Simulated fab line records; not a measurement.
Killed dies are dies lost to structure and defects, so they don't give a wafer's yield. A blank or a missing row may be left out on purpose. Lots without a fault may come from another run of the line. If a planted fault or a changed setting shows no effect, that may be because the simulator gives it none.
What tool caused it? / flow n5_finfet / 72 wafers from 24 lots sampled at 4 of the route's 1938 steps

== WHAT THE GAUGES READ, wafer by wafer ==
N5_BEOL_M14_CD_MEAS_10 targets a cd of 250 nm.
lot=L076; measured=day 15 10:23; on=cd_sem-01; cd_nm (nm)=244.3 245.7 242.9
lot=L074; measured=day 15 14:46; on=cd_sem-02; cd_nm (nm)=252.3 248.2 251.2
lot=L075; measured=day 15 16:31; on=cd_sem-02; cd_nm (nm)=251.7 249.5 246.8
lot=L077; measured=day 16 01:39; on=cd_sem-01; cd_nm (nm)=246.4 247.2 245.9
lot=L078; measured=day 16 02:25; on=cd_sem-03; cd_nm (nm)=249.1 244.7 246.8
lot=L079; measured=day 16 15:32; on=cd_sem-01; cd_nm (nm)=250.8 249.7 253.8
lot=L081; measured=day 16 16:09; on=cd_sem-01; cd_nm (nm)=249.3 252.3 251.3
lot=L083; measured=day 16 20:49; on=cd_sem-03; cd_nm (nm)=244.6 245.4 245.9
lot=L080; measured=day 17 03:28; on=cd_sem-03; cd_nm (nm)=245.3 248.1 248.2
lot=L082; measured=day 17 03:44; on=cd_sem-01; cd_nm (nm)=244.7 244.9 246.6
lot=L085; measured=day 17 06:25; on=cd_sem-01; cd_nm (nm)=246.8 246.9 249.4
lot=L084; measured=day 17 17:34; on=cd_sem-02; cd_nm (nm)=247.6 244.6 245.7
lot=L086; measured=day 17 19:06; on=cd_sem-01; cd_nm (nm)=246.6 248.1 245.3
lot=L089; measured=day 18 12:58; on=cd_sem-02; cd_nm (nm)=247.9 246.3 248.8
lot=L091; measured=day 18 14:04; on=cd_sem-01; cd_nm (nm)=250.0 248.3 249.7
lot=L087; measured=day 18 19:07; on=cd_sem-01; cd_nm (nm)=247.8 247.7 250.7
lot=L090; measured=day 18 22:20; on=cd_sem-02; cd_nm (nm)=247.5 249.8 250.4
lot=L088; measured=day 18 23:36; on=cd_sem-02; cd_nm (nm)=245.2 249.1 248.4
lot=L092; measured=day 19 00:10; on=cd_sem-02; cd_nm (nm)=242.3 246.6 246.0
lot=L093; measured=day 19 16:41; on=cd_sem-02; cd_nm (nm)=246.0 246.0 250.6
lot=L094; measured=day 20 01:11; on=cd_sem-03; cd_nm (nm)=246.8 247.1 247.5
lot=L095; measured=day 20 09:25; on=cd_sem-02; cd_nm (nm)=245.1 246.5 249.5
lot=L096; measured=day 20 12:41; on=cd_sem-03; cd_nm (nm)=245.7 247.8 251.9
lot=L097; measured=day 21 02:36; on=cd_sem-01; cd_nm (nm)=246.2 245.4 247.4

N5_BEOL_M14_INSPECT_30: inspects for defects (macro).
lot=L076; measured=day 15 11:34; on=defect_inspect-01; raw_defect_count=3 3 4
lot=L074; measured=day 15 15:53; on=defect_inspect-01; raw_defect_count=2 3 2
lot=L075; measured=day 15 17:32; on=defect_inspect-02; raw_defect_count=3 2 2
lot=L077; measured=day 16 02:41; on=defect_inspect-01; raw_defect_count=3 3 4
lot=L078; measured=day 16 03:27; on=defect_inspect-02; raw_defect_count=2 3 2
lot=L079; measured=day 16 16:34; on=defect_inspect-02; raw_defect_count=2 3 1
lot=L081; measured=day 16 17:11; on=defect_inspect-02; raw_defect_count=2 2 2
lot=L083; measured=day 16 21:44; on=defect_inspect-01; raw_defect_count=4 4 2
lot=L080; measured=day 17 04:24; on=defect_inspect-02; raw_defect_count=0 4 2
lot=L082; measured=day 17 04:56; on=defect_inspect-01; raw_defect_count=1 0 2
lot=L085; measured=day 17 07:34; on=defect_inspect-02; raw_defect_count=1 0 1
lot=L084; measured=day 17 18:36; on=defect_inspect-01; raw_defect_count=3 2 1
lot=L086; measured=day 17 20:09; on=defect_inspect-01; raw_defect_count=0 2 4
lot=L089; measured=day 18 13:52; on=defect_inspect-02; raw_defect_count=2 1 2
lot=L091; measured=day 18 15:05; on=defect_inspect-01; raw_defect_count=1 5 1
lot=L087; measured=day 18 20:24; on=defect_inspect-02; raw_defect_count=2 2 2
lot=L090; measured=day 18 23:17; on=defect_inspect-02; raw_defect_count=2 5 2
lot=L088; measured=day 19 00:52; on=defect_inspect-01; raw_defect_count=1 3 1
lot=L092; measured=day 19 01:04; on=defect_inspect-02; raw_defect_count=0 2 0
lot=L093; measured=day 19 17:43; on=defect_inspect-01; raw_defect_count=0 1 1
lot=L094; measured=day 20 02:47; on=defect_inspect-02; raw_defect_count=4 3 1
lot=L095; measured=day 20 10:40; on=defect_inspect-02; raw_defect_count=3 4 2
lot=L096; measured=day 20 13:43; on=defect_inspect-02; raw_defect_count=2 4 1
lot=L097; measured=day 21 03:38; on=defect_inspect-02; raw_defect_count=1 2 3

== TOOL THAT RAN EACH LOT (tool first, then ch and the chambers of the sampled wafers, then the start) ==
lot=L076; N5_BEOL_M13_DESCUM_33=rie_diel-06 ch 0,1,3, day 15 05:38; N5_BEOL_M13_DEGAS_41=pvd_sputter-01, day 15 08:30
lot=L074; N5_BEOL_M13_DESCUM_33=rie_diel-02 ch 1,3, day 15 11:16; N5_BEOL_M13_DEGAS_41=pvd_sputter-01, day 15 12:58
lot=L075; N5_BEOL_M13_DESCUM_33=rie_diel-06 ch 1,2,3, day 15 12:09; N5_BEOL_M13_DEGAS_41=pvd_sputter-03, day 15 14:11
lot=L077; N5_BEOL_M13_DESCUM_33=rie_diel-03 ch 0,2,3, day 15 18:02; N5_BEOL_M13_DEGAS_41=pvd_sputter-02, day 15 23:32
lot=L078; N5_BEOL_M13_DESCUM_33=rie_diel-06 ch 1,2,3, day 15 21:38; N5_BEOL_M13_DEGAS_41=pvd_sputter-02, day 16 00:11
lot=L079; N5_BEOL_M13_DESCUM_33=rie_diel-02 ch 2,3, day 16 05:49; N5_BEOL_M13_DEGAS_41=pvd_sputter-01, day 16 13:32
lot=L081; N5_BEOL_M13_DESCUM_33=rie_diel-03 ch 0,3, day 16 12:05; N5_BEOL_M13_DEGAS_41=pvd_sputter-01, day 16 14:12
lot=L083; N5_BEOL_M13_DESCUM_33=rie_diel-03 ch 0,1,3, day 16 15:11; N5_BEOL_M13_DEGAS_41=pvd_sputter-01, day 16 19:00
lot=L080; N5_BEOL_M13_DESCUM_33=rie_diel-06 ch 0,1, day 16 22:59; N5_BEOL_M13_DEGAS_41=pvd_sputter-01, day 17 01:32
lot=L082; N5_BEOL_M13_DESCUM_33=rie_diel-06 ch 1,3, day 17 00:40; N5_BEOL_M13_DEGAS_41=pvd_sputter-03, day 17 01:44
lot=L085; N5_BEOL_M13_DESCUM_33=rie_diel-03 ch 2,3, day 17 01:36; N5_BEOL_M13_DEGAS_41=pvd_sputter-03, day 17 04:29
lot=L084; N5_BEOL_M13_DESCUM_33=rie_diel-02 ch 0,3, day 17 10:58; N5_BEOL_M13_DEGAS_41=pvd_sputter-01, day 17 15:04
lot=L086; N5_BEOL_M13_DESCUM_33=rie_diel-06 ch 1,2,3, day 17 12:50; N5_BEOL_M13_DEGAS_41=pvd_sputter-02, day 17 17:17
lot=L089; N5_BEOL_M13_DESCUM_33=rie_diel-03 ch 0,1,2, day 18 08:41; N5_BEOL_M13_DEGAS_41=pvd_sputter-02, day 18 11:02
lot=L091; N5_BEOL_M13_DESCUM_33=rie_diel-03 ch 0,1, day 18 09:44; N5_BEOL_M13_DEGAS_41=pvd_sputter-03, day 18 12:04
lot=L087; N5_BEOL_M13_DESCUM_33=rie_diel-02 ch 1,2,3, day 18 15:33; N5_BEOL_M13_DEGAS_41=pvd_sputter-02, day 18 17:05
lot=L090; N5_BEOL_M13_DESCUM_33=rie_diel-03 ch 0,2,3, day 18 19:08; N5_BEOL_M13_DEGAS_41=pvd_sputter-02, day 18 20:32
lot=L088; N5_BEOL_M13_DESCUM_33=rie_diel-03 ch 2,3, day 18 19:41; N5_BEOL_M13_DEGAS_41=pvd_sputter-02, day 18 21:02
lot=L092; N5_BEOL_M13_DESCUM_33=rie_diel-02 ch 0,3, day 18 20:23; N5_BEOL_M13_DEGAS_41=pvd_sputter-02, day 18 21:32
lot=L093; N5_BEOL_M13_DESCUM_33=rie_diel-03 ch 0,1,2, day 19 11:31; N5_BEOL_M13_DEGAS_41=pvd_sputter-01, day 19 14:52
lot=L094; N5_BEOL_M13_DESCUM_33=rie_diel-06 ch 1,2,3, day 19 19:59; N5_BEOL_M13_DEGAS_41=pvd_sputter-03, day 19 23:08
lot=L095; N5_BEOL_M13_DESCUM_33=rie_diel-03 ch 0,1, day 20 05:26; N5_BEOL_M13_DEGAS_41=pvd_sputter-01, day 20 07:37
lot=L096; N5_BEOL_M13_DESCUM_33=rie_diel-06 ch 1,3, day 20 07:08; N5_BEOL_M13_DEGAS_41=pvd_sputter-01, day 20 10:19
lot=L097; N5_BEOL_M13_DESCUM_33=rie_diel-02 ch 1,2, day 20 19:42; N5_BEOL_M13_DEGAS_41=pvd_sputter-02, day 21 00:40
- N5_BEOL_M13_DESCUM_33: chemistry O2, time 7.9 s.
- N5_BEOL_M13_DEGAS_41: time 60 s.

== AS READ BY THE TOOLS THEMSELVES (means over the sampled wafers that have a number; for cases with no such wafer, the mark the record gives instead) ==
N5_BEOL_M13_DESCUM_33.
lot=L076; tool=rie_diel-06; drypump_motor_current_A (A)=5.6; oes_product_au (a.u.)=0.83; rf_vpp_V (V)=242.5; showerhead_plenum_p_Torr (Torr)=2.09; throttle_valve_pct (%)=20.5
lot=L074; tool=rie_diel-02; drypump_motor_current_A (A)=5.0; oes_product_au (a.u.)=0.75; rf_vpp_V (V)=243.0; showerhead_plenum_p_Torr (Torr)=2.14; throttle_valve_pct (%)=20.7
lot=L075; tool=rie_diel-06; drypump_motor_current_A (A)=5.6; oes_product_au (a.u.)=0.77; rf_vpp_V (V)=244.2; showerhead_plenum_p_Torr (Torr)=2.11; throttle_valve_pct (%)=20.5
lot=L077; tool=rie_diel-03; drypump_motor_current_A (A)=5.9; oes_product_au (a.u.)=0.75; rf_vpp_V (V)=242.0; showerhead_plenum_p_Torr (Torr)=2.03; throttle_valve_pct (%)=20.3
lot=L078; tool=rie_diel-06; drypump_motor_current_A (A)=5.6; oes_product_au (a.u.)=0.76; rf_vpp_V (V)=244.0; showerhead_plenum_p_Torr (Torr)=2.11; throttle_valve_pct (%)=20.5
lot=L079; tool=rie_diel-02; drypump_motor_current_A (A)=5.7; oes_product_au (a.u.)=0.70; rf_vpp_V (V)=242.5; showerhead_plenum_p_Torr (Torr)=2.05; throttle_valve_pct (%)=20.5
lot=L081; tool=rie_diel-03; drypump_motor_current_A (A)=5.6; oes_product_au (a.u.)=0.80; rf_vpp_V (V)=243.0; showerhead_plenum_p_Torr (Torr)=2.05; throttle_valve_pct (%)=20.4
lot=L083; tool=rie_diel-03; drypump_motor_current_A (A)=5.8; oes_product_au (a.u.)=0.82; rf_vpp_V (V)=242.5; showerhead_plenum_p_Torr (Torr)=2.08; throttle_valve_pct (%)=20.3
lot=L080; tool=rie_diel-06; drypump_motor_current_A (A)=5.7; oes_product_au (a.u.)=0.82; rf_vpp_V (V)=241.5; showerhead_plenum_p_Torr (Torr)=2.03; throttle_valve_pct (%)=20.5
lot=L082; tool=rie_diel-06; drypump_motor_current_A (A)=5.5; oes_product_au (a.u.)=0.77; rf_vpp_V (V)=242.3; showerhead_plenum_p_Torr (Torr)=2.06; throttle_valve_pct (%)=20.9
lot=L085; tool=rie_diel-03; drypump_motor_current_A (A)=6.2; oes_product_au (a.u.)=0.89; rf_vpp_V (V)=244.5; showerhead_plenum_p_Torr (Torr)=2.18; throttle_valve_pct (%)=20.0
lot=L084; tool=rie_diel-02; drypump_motor_current_A (A)=5.7; oes_product_au (a.u.)=0.76; rf_vpp_V (V)=242.5; showerhead_plenum_p_Torr (Torr)=2.07; throttle_valve_pct (%)=20.3
lot=L086; tool=rie_diel-06; drypump_motor_current_A (A)=5.6; oes_product_au (a.u.)=0.75; rf_vpp_V (V)=244.0; showerhead_plenum_p_Torr (Torr)=2.10; throttle_valve_pct (%)=20.5
lot=L089; tool=rie_diel-03; drypump_motor_current_A (A)=5.7; oes_product_au (a.u.)=0.88; rf_vpp_V (V)=244.4; showerhead_plenum_p_Torr (Torr)=2.12; throttle_valve_pct (%)=20.1
lot=L091; tool=rie_diel-03; drypump_motor_current_A (A)=5.7; oes_product_au (a.u.)=0.86; rf_vpp_V (V)=243.9; showerhead_plenum_p_Torr (Torr)=2.09; throttle_valve_pct (%)=20.2
lot=L087; tool=rie_diel-02; drypump_motor_current_A (A)=5.4; oes_product_au (a.u.)=0.81; rf_vpp_V (V)=243.3; showerhead_plenum_p_Torr (Torr)=2.18; throttle_valve_pct (%)=20.6
lot=L090; tool=rie_diel-03; drypump_motor_current_A (A)=5.9; oes_product_au (a.u.)=0.81; rf_vpp_V (V)=243.4; showerhead_plenum_p_Torr (Torr)=2.11; throttle_valve_pct (%)=20.2
lot=L088; tool=rie_diel-03; drypump_motor_current_A (A)=6.3; oes_product_au (a.u.)=0.77; rf_vpp_V (V)=243.5; showerhead_plenum_p_Torr (Torr)=2.13; throttle_valve_pct (%)=20.3
lot=L092; tool=rie_diel-02; drypump_motor_current_A (A)=5.5; oes_product_au (a.u.)=0.75; rf_vpp_V (V)=243.1; showerhead_plenum_p_Torr (Torr)=2.13; throttle_valve_pct (%)=20.3
lot=L093; tool=rie_diel-03; drypump_motor_current_A (A)=5.7; oes_product_au (a.u.)=0.87; rf_vpp_V (V)=243.4; showerhead_plenum_p_Torr (Torr)=2.12; throttle_valve_pct (%)=20.1
lot=L094; tool=rie_diel-06; drypump_motor_current_A (A)=5.6; oes_product_au (a.u.)=0.73; rf_vpp_V (V)=243.4; showerhead_plenum_p_Torr (Torr)=2.10; throttle_valve_pct (%)=20.5
lot=L095; tool=rie_diel-03; drypump_motor_current_A (A)=5.4; oes_product_au (a.u.)=0.83; rf_vpp_V (V)=243.3; showerhead_plenum_p_Torr (Torr)=2.05; throttle_valve_pct (%)=20.3
lot=L096; tool=rie_diel-06; drypump_motor_current_A (A)=5.5; oes_product_au (a.u.)=0.74; rf_vpp_V (V)=242.8; showerhead_plenum_p_Torr (Torr)=2.05; throttle_valve_pct (%)=20.9
lot=L097; tool=rie_diel-02; drypump_motor_current_A (A)=5.2; oes_product_au (a.u.)=0.77; rf_vpp_V (V)=244.5; showerhead_plenum_p_Torr (Torr)=2.13; throttle_valve_pct (%)=20.8

N5_BEOL_M13_DEGAS_41.
lot=L076; tool=pvd_sputter-01; heater_power_w (W)=362
lot=L074; tool=pvd_sputter-01; heater_power_w (W)=314
lot=L075; tool=pvd_sputter-03; heater_power_w (W)=355
lot=L077; tool=pvd_sputter-02; heater_power_w (W)=345
lot=L078; tool=pvd_sputter-02; heater_power_w (W)=330
lot=L079; tool=pvd_sputter-01; heater_power_w (W)=338
lot=L081; tool=pvd_sputter-01; heater_power_w (W)=294
lot=L083; tool=pvd_sputter-01; heater_power_w (W)=333
lot=L080; tool=pvd_sputter-01; heater_power_w (W)=308
lot=L082; tool=pvd_sputter-03; heater_power_w (W)=352
lot=L085; tool=pvd_sputter-03; heater_power_w (W)=336
lot=L084; tool=pvd_sputter-01; heater_power_w (W)=346
lot=L086; tool=pvd_sputter-02; heater_power_w (W)=340
lot=L089; tool=pvd_sputter-02; heater_power_w (W)=374
lot=L091; tool=pvd_sputter-03; heater_power_w (W)=365
lot=L087; tool=pvd_sputter-02; heater_power_w (W)=334
lot=L090; tool=pvd_sputter-02; heater_power_w (W)=293
lot=L088; tool=pvd_sputter-02; heater_power_w (W)=376
lot=L092; tool=pvd_sputter-02; heater_power_w (W)=347
lot=L093; tool=pvd_sputter-01; heater_power_w (W)=309
lot=L094; tool=pvd_sputter-03; heater_power_w (W)=347
lot=L095; tool=pvd_sputter-01; heater_power_w (W)=300
lot=L096; tool=pvd_sputter-01; heater_power_w (W)=319
lot=L097; tool=pvd_sputter-02; heater_power_w (W)=375

== THE ANSWER, worked out from the rows above alone ==
Rule: the lots themselves supply what counts as usual. Put in order of their means at a reading, lots are off if they are a third of the lots or fewer, leave a main group of 4 or more, and stand apart from it by a gap of 3 or more times the standard deviation of the main group's means; of several such gaps the widest counts. If all means in a main group match to the digits the tables above print for the reading, that group is not used. Also off: a lot with no number at a reading for which 4 or more lots have one. Any other lot the step has rows for is counted as sound. After the gauges, taken in route order, come the tools' own readings; for these a lot's mean is taken, as printed above. The first step at which some lot is off is used, and at that step the reading that is off furthest; a lot without a number counts as furthest.
Across all readings shown, no lot is off: no conclusion can be drawn from this.

== WHAT THE SIMULATOR HAD PUT IN ==
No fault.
